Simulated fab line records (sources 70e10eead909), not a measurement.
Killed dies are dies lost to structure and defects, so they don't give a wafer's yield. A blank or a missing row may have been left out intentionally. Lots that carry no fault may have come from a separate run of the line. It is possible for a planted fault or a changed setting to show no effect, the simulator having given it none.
Matching of chambers    flow nand-harc    rie-diel-07 running NHARC_A_BONDPAD_ETCH_34: 4 sister chambers
The step etches the open film in N2/H2, target depth 60 nm, overetch 18 nm, time 65.91 s. 8 wafers are shown with their chamber, then 11 later ones without.

## WAFERS PAIRED WITH THEIR CHAMBERS
wafer   chamber  showerhead-plenum-p-Torr (Torr)  drypump-motor-current-A (A)
L657.1  3        2.05                             5.9
L658.5  0        1.96                             5.8
L656.5  0        1.96                             5.7
L656.6  1        2.02                             6.3
L659.1  2        2.19                             6.1
L659.4  1        2.02                             6.3
L659.6  3        2.04                             5.9
L670.1  2        2.19                             6.1

## WAFERS WITHOUT THEIR CHAMBER
wafer   showerhead-plenum-p-Torr (Torr)  drypump-motor-current-A (A)
L670.4  2.02                             6.3
L670.5  1.96                             5.7
L668.1  2.02                             6.3
L668.2  1.96                             5.7
L668.5  2.04                             5.9
L672.1  2.02                             6.3
L672.5  2.02                             6.3
L672.6  2.04                             5.9
L671.2  2.02                             6.3
L671.5  2.02                             6.3
L671.6  2.19                             6.1

## WHICH CHAMBER EACH ONE RAN IN
wafer   from the rows above  in truth
L670.4  1                    1
L670.5  0                    0
L668.1  1                    1
L668.2  0                    0
L668.5  3                    3
L672.1  1                    1
L672.5  1                    1
L672.6  3                    3
L671.2  1                    1
L671.5  1                    1
L671.6  2                    2
11 of 11 placed correctly. From these rows, 0 cannot be placed. Placed wrongly: 0.
How it was worked out, from the rows above alone: a wafer's distance from a chamber is the root of the sum, over the readings, of the square of ((its reading less the chamber's mean) divided by the reading's scatter). If the next closest chamber is less than 2 further off than the closest, the wafer can't be placed; otherwise it belongs to the closest. The mean given for a chamber averages the wafers shown for that chamber. The scatter: the root of (the sum of the squares of (reading less its chamber's mean) over the shown wafers, divided by (wafers less chambers)).
